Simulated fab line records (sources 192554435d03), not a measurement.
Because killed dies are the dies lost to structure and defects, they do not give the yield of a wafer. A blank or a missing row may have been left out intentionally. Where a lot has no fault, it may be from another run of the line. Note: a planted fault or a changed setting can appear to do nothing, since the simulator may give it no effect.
Which tool did it?	flow n5Finfet	23 lots, 69 wafers sampled, at 6 steps of a route of 1938

## WHAT THE GAUGES SHOWED, per wafer
N5_BEOL_M11_THK_MEAS_01. Usual: M11_ILD_THK 267 nm, standard deviation 3.2.
lot	measured	on	M11_ILD_THK (nm)	flag
L074	day 9 22:24	filmMetro-01	266 268 271	
L076	day 10 08:27	filmMetro-01	266 264 264	
L075	day 11 01:42	filmMetro-01	269 266 271	
L077	day 11 11:34	filmMetro-02	266 269 265	
L078	day 11 19:14	filmMetro-01	263 261 264	
L079	day 12 05:16	filmMetro-02	262 266 268	
L080	day 12 10:50	filmMetro-02	265 263 266	
L083	day 12 20:31	filmMetro-02	267 262 269	
L082	day 13 03:24	filmMetro-01	267 272 272	
L081	day 13 02:55	filmMetro-01	267 264 265	
L084	day 13 12:25	filmMetro-01	266 268 273	
L085	day 13 23:29	filmMetro-01	263 261 261	
L089	day 14 06:26	filmMetro-01	264 268 266	
L086	day 14 06:09	filmMetro-02	269 269 268	
L088	day 14 13:35	filmMetro-01	261 262 268	
L090	day 14 17:43	filmMetro-02	265 269 270	
L092	day 14 23:49	filmMetro-01	265 266 267	
L093	day 15 01:47	filmMetro-01	263 264 267	
L091	day 15 06:46	filmMetro-01	264 262 266	
L094	day 16 05:38	filmMetro-01	263 264 268	
L095	day 16 05:33	filmMetro-01	265 266 269	
L097	day 16 21:22	filmMetro-01	269 270 272	
L096	day 17 07:52	filmMetro-02	273 272 269	

N5_BEOL_M11_OVL_MEAS_29. Usual: V10_OVL 0.1 nm, standard deviation 0.63.
lot	measured	on	V10_OVL (nm)	flag
L074	day 10 01:04	overlay-02	-0.2 -0.5 -0.7	
L076	day 10 12:42	overlay-01	0.1 0.6 -0.1	
L075	day 11 07:10	overlay-01	-0.5 -0.6 -1.2	
L077	day 11 15:34	overlay-01	1.8 0.6 0.8	
L078	day 11 23:41	overlay-01	0.4 -1.5 -1.0	
L079	day 12 08:36	overlay-02	0.3 -0.6 -0.1	
L080	day 12 15:28	overlay-01	0.9 -0.1 1.3	
L083	day 12 23:32	overlay-02	-0.5 0.5 0.0	
L082	day 13 08:42	overlay-02	0.3 0.4 -0.5	
L081	day 13 08:32	overlay-02	-0.3 0.2 -0.4	
L084	day 13 17:19	overlay-02	0.1 0.2 -0.4	
L085	day 14 03:44	overlay-01	0.7 -0.3 -0.2	
L089	day 14 09:34	overlay-02	0.2 0.2 0.4	
L086	day 14 09:09	overlay-01	0.1 -0.4 0.3	
L088	day 14 15:43	overlay-02	0.5 -0.8 0.9	
L090	day 14 23:33	overlay-02	-0.5 -1.1 -0.7	
L092	day 15 04:25	overlay-01	0.4 0.5 0.1	
L093	day 15 04:40	overlay-02	0.9 0.1 0.0	
L091	day 15 13:29	overlay-02	-0.2 -0.2 0.1	
L094	day 16 09:01	overlay-02	0.2 -0.1 0.9	
L095	day 16 09:34	overlay-02	-0.1 0.4 -0.1	
L097	day 16 23:56	overlay-02	0.8 1.2 0.3	
L096	day 17 10:58	overlay-01	-0.1 -0.3 -0.2	

## EACH LOT AND THE TOOL THAT RAN IT (in order: tool; ch and the chambers of the sampled wafers; start)
lot	N5_BEOL_M10_ETCH_61	N5_BEOL_M10_ETCH_66	N5_BEOL_M10_SURFACE_TREAT_76	N5_BEOL_M11_DESCUM_16
L074	rieDiel-04 ch 0,2, day 9 16:07	rieDiel-02 ch 0,1,3, day 9 17:14	pvdSputter-03, day 9 19:55	rieDiel-06 ch 0,1,3, day 10 00:10
L076	rieDiel-04 ch 2,3, day 10 03:31	rieDiel-01 ch 0,2, day 10 04:57	pvdSputter-03, day 10 06:30	rieDiel-05 ch 0,2,3, day 10 11:37
L075	rieDiel-02 ch 0,1, day 10 18:17	rieDiel-02 ch 2,3, day 10 21:43	pvdSputter-02, day 10 23:25	rieDiel-05 ch 0,1, day 11 02:50
L077	rieDiel-04 ch 2,3, day 11 02:43	rieDiel-02 ch 0,3, day 11 07:18	pvdSputter-03, day 11 09:06	rieDiel-03 ch 0,1,3, day 11 13:35
L078	rieDiel-01 ch 0,2,3, day 11 14:40	rieDiel-04 ch 0,1,2, day 11 15:36	pvdSputter-02, day 11 17:16	rieDiel-03 ch 0,1,3, day 11 21:31
L079	rieDiel-01 ch 1,2,3, day 11 21:30	rieDiel-02 ch 1,2,3, day 12 00:17	pvdSputter-03, day 12 03:29	rieDiel-03 ch 0,2,3, day 12 07:50
L080	rieDiel-01 ch 0,2,3, day 12 05:14	rieDiel-02 ch 1,2, day 12 06:58	pvdSputter-03, day 12 08:54	rieDiel-05 ch 1,2,3, day 12 12:50
L083	rieDiel-01 ch 0,1,3, day 12 12:59	rieDiel-04 ch 1,3, day 12 15:44	pvdSputter-01, day 12 17:57	rieDiel-06 ch 2,3, day 12 21:46
L082	rieDiel-02 ch 0,1,3, day 12 21:01	rieDiel-04 ch 1,2,3, day 12 23:47	pvdSputter-01, day 13 01:20	rieDiel-05 ch 2,3, day 13 04:44
L081	rieDiel-02 ch 0,3, day 12 21:16	rieDiel-02 ch 1,3, day 12 23:40	pvdSputter-03, day 13 01:02	rieDiel-06 ch 0,2,3, day 13 04:32
L084	rieDiel-01 ch 0,3, day 13 07:02	rieDiel-04 ch 0,1,2, day 13 08:41	pvdSputter-02, day 13 10:16	rieDiel-03 ch 0,2,3, day 13 15:11
L085	rieDiel-01 ch 1,2,3, day 13 15:16	rieDiel-04 ch 0,1,2, day 13 18:27	pvdSputter-01, day 13 19:58	rieDiel-03 ch 0,1,3, day 14 02:07
L089	rieDiel-04 ch 1,2, day 13 23:04	rieDiel-02 ch 0,1,3, day 14 01:50	pvdSputter-03, day 14 03:59	rieDiel-03 ch 0,1, day 14 08:18
L086	rieDiel-04 ch 0,3, day 13 23:19	rieDiel-01 ch 0,2,3, day 14 01:52	pvdSputter-03, day 14 04:06	rieDiel-03 ch 0,1, day 14 07:59
L088	rieDiel-04 ch 1,2, day 14 07:16	rieDiel-04 ch 1,3, day 14 09:01	pvdSputter-02, day 14 10:52	rieDiel-05 ch 1,2,3, day 14 14:09
L090	rieDiel-02 ch 0,1,3, day 14 11:43	rieDiel-04 ch 1,2,3, day 14 12:48	pvdSputter-01, day 14 15:36	rieDiel-05 ch 1,3, day 14 21:29
L092	rieDiel-02 ch 0,1, day 14 16:50	rieDiel-02 ch 2,3, day 14 20:20	pvdSputter-01, day 14 21:43	rieDiel-06 ch 1,2,3, day 15 01:20
L093	rieDiel-04 ch 0,1, day 14 17:23	rieDiel-04 ch 0,2, day 14 20:42	pvdSputter-02, day 14 23:56	rieDiel-06 ch 1,2, day 15 03:11
L091	rieDiel-01 ch 0,1, day 15 01:11	rieDiel-01 ch 0,2,3, day 15 02:04	pvdSputter-03, day 15 04:19	rieDiel-06 ch 1,2, day 15 10:26
L094	rieDiel-01 ch 0,1,3, day 15 20:01	rieDiel-01 ch 1,2,3, day 15 23:56	pvdSputter-03, day 16 03:17	rieDiel-06 ch 0,1,3, day 16 06:48
L095	rieDiel-02 ch 0,1,3, day 15 20:10	rieDiel-01 ch 1,3, day 16 00:24	pvdSputter-03, day 16 03:26	rieDiel-06 ch 0,2, day 16 06:33
L097	rieDiel-02 ch 0,1,3, day 16 10:54	rieDiel-04 ch 2,3, day 16 16:12	pvdSputter-01, day 16 19:28	rieDiel-03 ch 1,2,3, day 16 22:34
L096	rieDiel-02 ch 1,2,3, day 17 01:53	rieDiel-01 ch 0,1,2, day 17 03:58	pvdSputter-03, day 17 05:29	rieDiel-03 ch 1,2,3, day 17 09:08
- N5_BEOL_M10_ETCH_61: etches SiARC in CF4, target depth 39 nm, time 65 s.
- N5_BEOL_M10_ETCH_66: etches SOC in N2/H2, target depth 120 nm, overetch 24 nm, time 180 s.
- N5_BEOL_M10_SURFACE_TREAT_76
- N5_BEOL_M11_DESCUM_16: chemistry O2, time 7.9 s.

## AS READ BY THE TOOLS THEMSELVES (means over the sampled wafers that have a number; for cases with no such wafer, the mark the record gives instead)
N5_BEOL_M10_ETCH_61. Usual: for drypumpMotorCurrentA, 5.5 A with a standard deviation of 0.38; for etchRfOnTimeS, 64.7 s with a standard deviation of 1; for oesProductAu, 0.69 a.u. with a standard deviation of 0.071; for rfFwdPowerW, 538.4 W with a standard deviation of 2.4; for rfVppV, 184.3 V with a standard deviation of 1.1; for showerheadPlenumPTorr, 2.16 Torr with a standard deviation of 0.052; for throttleValvePct, 15.61 % with a standard deviation of 0.17.
lot	tool	drypumpMotorCurrentA (A)	etchRfOnTimeS (s)	oesProductAu (a.u.)	rfFwdPowerW (W)	rfVppV (V)	showerheadPlenumPTorr (Torr)	throttleValvePct (%)	flag
L074	rieDiel-04	5.5	64.1	0.69	539.7	183.7	2.15	15.68	
L076	rieDiel-04	5.5	63.8	0.72	539.1	184.4	2.17	15.59	
L075	rieDiel-02	5.0	65.1	0.65	541.7	183.6	2.16	15.91	
L077	rieDiel-04	5.5	64.0	0.71	538.4	184.0	2.16	15.62	
L078	rieDiel-01	5.7	64.6	0.72	538.0	184.8	2.19	15.41	
L079	rieDiel-01	5.9	65.5	0.66	537.0	185.4	2.17	15.52	
L080	rieDiel-01	5.7	64.7	0.72	537.8	184.7	2.19	15.42	
L083	rieDiel-01	5.6	64.5	0.67	536.5	185.5	2.17	15.54	
L082	rieDiel-02	5.2	64.8	0.71	537.9	184.4	2.18	15.71	
L081	rieDiel-02	5.3	64.7	0.69	536.8	184.6	2.20	15.64	
L084	rieDiel-01	5.4	64.9	0.71	541.1	184.4	2.19	15.45	
L085	rieDiel-01	5.9	65.1	0.75	535.5	184.8	2.17	15.38	
L089	rieDiel-04	5.4	64.1	0.70	541.4	184.2	2.14	15.64	
L086	rieDiel-04	5.6	64.2	0.73	539.2	184.2	2.14	15.56	
L088	rieDiel-04	5.4	63.8	0.69	538.8	184.1	2.13	15.64	
L090	rieDiel-02	5.1	65.2	0.68	538.8	184.6	2.17	15.73	
L092	rieDiel-02	5.0	65.1	0.70	540.3	183.9	2.15	15.81	
L093	rieDiel-04	5.5	64.2	0.74	539.9	183.6	2.09	15.52	
L091	rieDiel-01	5.7	64.3	0.76	534.2	185.3	2.21	15.34	
L094	rieDiel-01	5.6	64.8	0.72	537.1	185.0	2.16	15.43	
L095	rieDiel-02	5.1	65.5	0.67	537.9	184.2	2.17	15.77	
L097	rieDiel-02	5.1	65.7	0.66	538.1	184.6	2.17	15.78	
L096	rieDiel-02	5.1	66.5	0.59	536.2	184.0	2.14	15.80	

N5_BEOL_M10_ETCH_66. Usual: drypumpMotorCurrentA 5.5 A, standard deviation 0.36; oesProductAu 0.65 a.u., standard deviation 0.058; rfFwdPowerW 836.9 W, standard deviation 2.6; rfVppV 524.6 V, standard deviation 2; showerheadPlenumPTorr 2.56 Torr, standard deviation 0.065; throttleValvePct 17.79 %, standard deviation 0.18.
lot	tool	drypumpMotorCurrentA (A)	oesProductAu (a.u.)	rfFwdPowerW (W)	rfVppV (V)	showerheadPlenumPTorr (Torr)	throttleValvePct (%)	flag
L074	rieDiel-02	5.2	0.61	838.6	525.7	2.60	18.04	
L076	rieDiel-01	5.8	0.69	834.1	528.1	2.68	17.58	
L075	rieDiel-02	5.4	0.59	837.1	524.1	2.55	17.75	
L077	rieDiel-02	5.5	0.56	836.9	525.8	2.62	18.17	
L078	rieDiel-04	5.5	0.64	837.3	523.0	2.52	17.89	
L079	rieDiel-02	5.1	0.60	837.9	524.6	2.56	17.86	
L080	rieDiel-02	5.0	0.62	839.4	524.3	2.54	17.95	
L083	rieDiel-04	5.5	0.67	837.9	522.9	2.51	17.85	
L082	rieDiel-04	5.5	0.66	836.7	524.4	2.54	17.85	
L081	rieDiel-02	5.0	0.60	834.8	525.4	2.60	17.89	
L084	rieDiel-04	5.5	0.70	837.6	522.9	2.51	17.75	
L085	rieDiel-04	5.5	0.70	836.0	523.1	2.51	17.75	
L089	rieDiel-02	5.2	0.65	837.2	523.9	2.59	17.96	
L086	rieDiel-01	5.7	0.67	835.9	526.2	2.60	17.65	
L088	rieDiel-04	5.5	0.65	836.5	522.8	2.50	17.86	
L090	rieDiel-04	5.5	0.65	839.3	523.2	2.53	17.88	
L092	rieDiel-02	5.4	0.56	838.0	524.3	2.54	17.81	
L093	rieDiel-04	5.6	0.71	839.3	523.4	2.51	17.64	
L091	rieDiel-01	5.7	0.65	839.0	525.0	2.59	17.65	
L094	rieDiel-01	5.9	0.68	833.9	524.3	2.57	17.62	
L095	rieDiel-01	5.8	0.71	836.5	525.2	2.55	17.62	
L097	rieDiel-04	5.5	0.63	837.6	524.7	2.55	17.89	
L096	rieDiel-01	5.8	0.67	836.6	526.0	2.64	17.64	

N5_BEOL_M11_DESCUM_16. Usual: drypumpMotorCurrentA 5.5 A, standard deviation 0.39; oesProductAu 0.79 a.u., standard deviation 0.08; rfFwdPowerW 49.36 W, standard deviation 0.26; rfVppV 243.2 V, standard deviation 1; showerheadPlenumPTorr 2.09 Torr, standard deviation 0.052; throttleValvePct 20.40 %, standard deviation 0.2.
lot	tool	drypumpMotorCurrentA (A)	oesProductAu (a.u.)	rfFwdPowerW (W)	rfVppV (V)	showerheadPlenumPTorr (Torr)	throttleValvePct (%)	flag
L074	rieDiel-06	5.4	0.88	49.31	242.7	2.12	20.43	
L076	rieDiel-05	5.4	0.75	49.07	243.0	2.08	20.54	
L075	rieDiel-05	4.9	0.73	49.16	242.5	2.05	20.55	
L077	rieDiel-03	5.6	0.81	49.48	242.0	2.08	20.36	
L078	rieDiel-03	5.6	0.81	49.68	243.2	2.08	20.35	
L079	rieDiel-03	5.8	0.76	49.39	243.2	2.09	20.34	
L080	rieDiel-05	5.4	0.79	49.19	243.2	2.07	20.40	
L083	rieDiel-06	5.6	0.82	49.47	243.0	2.08	20.51	
L082	rieDiel-05	5.7	0.77	49.08	244.1	2.09	20.57	
L081	rieDiel-06	5.4	0.80	49.38	243.5	2.07	20.56	
L084	rieDiel-03	5.8	0.76	49.38	243.1	2.09	20.35	
L085	rieDiel-03	5.6	0.79	49.53	243.1	2.07	20.38	
L089	rieDiel-03	5.5	0.80	49.73	243.2	2.08	20.25	
L086	rieDiel-03	5.5	0.80	49.65	242.3	2.08	20.26	
L088	rieDiel-05	5.4	0.77	49.37	243.0	2.06	20.42	
L090	rieDiel-05	5.2	0.76	49.39	242.7	2.06	20.25	
L092	rieDiel-06	5.6	0.83	49.38	243.8	2.12	20.44	
L093	rieDiel-06	5.8	0.78	49.54	243.4	2.14	20.49	
L091	rieDiel-06	5.7	0.82	49.33	243.5	2.17	20.40	
L094	rieDiel-06	5.4	0.90	49.24	244.4	2.10	20.38	
L095	rieDiel-06	5.5	0.90	49.12	243.1	2.07	20.43	
L097	rieDiel-03	5.4	0.71	49.35	243.8	2.10	20.41	
L096	rieDiel-03	5.4	0.70	49.44	243.2	2.10	20.41	

## THE ANSWER, worked out from the rows above alone
Rule: a lot is off if the mean of its wafers that have a number lies more than 3 standard deviations from the usual mean. Also off: a lot with no number at a reading for which 4 or more lots have one. All remaining lots with rows at the step are treated as sound. The gauges are gone through in route order, then the tools' own readings, and for those a lot's mean is taken as printed above. The first step at which some lot is off is used, and at that step the reading that is off furthest; a lot without a number counts as furthest.
No lot is off on any of the readings shown, so nothing can be concluded from this.

## WHAT HAD BEEN PUT IN BY THE SIMULATOR
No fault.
